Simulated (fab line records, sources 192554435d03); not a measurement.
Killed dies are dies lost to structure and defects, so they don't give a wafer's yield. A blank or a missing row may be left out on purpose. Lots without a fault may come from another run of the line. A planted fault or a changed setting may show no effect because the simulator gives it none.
Split-lot experiment | flow n5_finfet | 7 lots, 21 wafers read, on a route of 1938 steps

THE SPLIT
At N5_MOL_CONTACT_COAG_ETCH_91 (etches SOC in N2/H2, target depth 60 nm, overetch 21 nm, time 101.2 s), the setting time_s was moved away from the recipe's 101.2 s on 5 of the 21 wafers read, by -15.1% to +18.0%. The other wafers ran this setting at the recipe's value.

The reading is taken at the split's own step.

THE READING
SiARC_of_MOL_CONTACT_COAG_COAT_76.thk_nm (the simulator's own value, which no gauge read), in nm, at N5_MOL_CONTACT_COAG_ETCH_91 (etches SOC in N2/H2, target depth 60 nm, overetch 21 nm, time 101.2 s). The file gives no usual value for it. The 16 wafers here that ran the recipe average 5.9 nm, standard deviation 0.097 nm.

wafer  | tool, chamber at the split | time_s as run, s | against the recipe | SiARC_of_MOL_CONTACT_COAG_COAT_76.thk_nm, nm | against lot-mates on the recipe
L074.1 | rie_diel-02, 0,0,1         | 101.2            | recipe             | 6                                            | -
L074.4 | rie_diel-02, 0,0,1         | 101.2            | recipe             | 6                                            | -
L074.6 | rie_diel-02, 0,0,1         | 101.2            | recipe             | 6                                            | -
L079.1 | rie_diel-04, 1             | 85.94            | -15.1%             | 6.6                                          | +0.8
L079.2 | rie_diel-04, 3             | 101.2            | recipe             | 5.8                                          | -
L079.3 | rie_diel-04, 2             | 85.94            | -15.1%             | 6.4                                          | +0.6
L080.1 | rie_diel-04, 2,3           | 101.2            | recipe             | 5.8                                          | -
L080.2 | rie_diel-04, 2,3           | 101.2            | recipe             | 5.8                                          | -
L080.3 | rie_diel-04, 1             | 101.2            | recipe             | 6                                            | -
L082.2 | rie_diel-06, 2,0,1         | 101.2            | recipe             | 6                                            | -
L082.3 | rie_diel-06, 2,0,1         | 101.2            | recipe             | 6                                            | -
L082.5 | rie_diel-06, 2,0,1         | 101.2            | recipe             | 6                                            | -
L085.1 | rie_diel-04, 3             | 101.2            | recipe             | 5.8                                          | -
L085.4 | rie_diel-04, 3             | 101.2            | recipe             | 5.8                                          | -
L085.3 | rie_diel-04, 0             | 101.2            | recipe             | 6                                            | -
L086.1 | rie_diel-02, 0             | 101.2            | recipe             | 6                                            | -
L086.5 | rie_diel-02, 1             | 119.4            | +18.0%             | 5.4                                          | -0.5
L086.6 | rie_diel-02, 2             | 101.2            | recipe             | 5.8                                          | -
L089.4 | rie_diel-06, 0             | 107.3            | +6.0%              | 5.6                                          | -0.4
L089.5 | rie_diel-06, 1             | 101.2            | recipe             | 6                                            | -
L089.6 | rie_diel-06, 2             | 107.3            | +6.0%              | 5.8                                          | -0.2
Where a row lists several chambers, the file gives one row for several wafers and doesn't say which wafer went through which chamber.

THE FIT
A straight line over all 21 wafers: SiARC_of_MOL_CONTACT_COAG_COAT_76.thk_nm changes by -0.0347 nm for each +1% of time_s; r = -0.91; the points scatter about the line by 0.1 nm.
The same after taking each lot's own level away (the mean of its wafers on the recipe; 21 wafers): -0.0396 nm for each +1%; r = -0.94; scatter 0.098 nm.
On that fit, the largest move of time_s shifts the reading by 0.71 nm.
The lots' own levels span 5.80 to 6.00 nm, that is 2.1 times the standard deviation above.
So the lot-to-lot level changes the slope: the two fits differ.
Check: with one of the wafers moved furthest among these (+18.0%) left out of the fit, the line predicts -0.847 nm for it against its lot-mates. It came out at -0.5 nm against them.

OTHER SPLITS ON THESE WAFERS
These wafers also went through other splits before the reading. Each is held against what the fit with the lots' levels taken away leaves over:
other split on the same wafers        | wafers away from the commonest value | r with SiARC_of_MOL_CONTACT_COAG_COAT_76.thk_nm (lot level and that fit taken away)
N5_MOL_CONTACT_COAG_EXPOSE_05 dose_mj | 8                                    | -0.30

THE FILE'S OWN FIT
SiARC_of_MOL_CONTACT_COAG_COAT_76.thk_nm changes by -0.0364 nm for each +1% of time_s, r = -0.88.
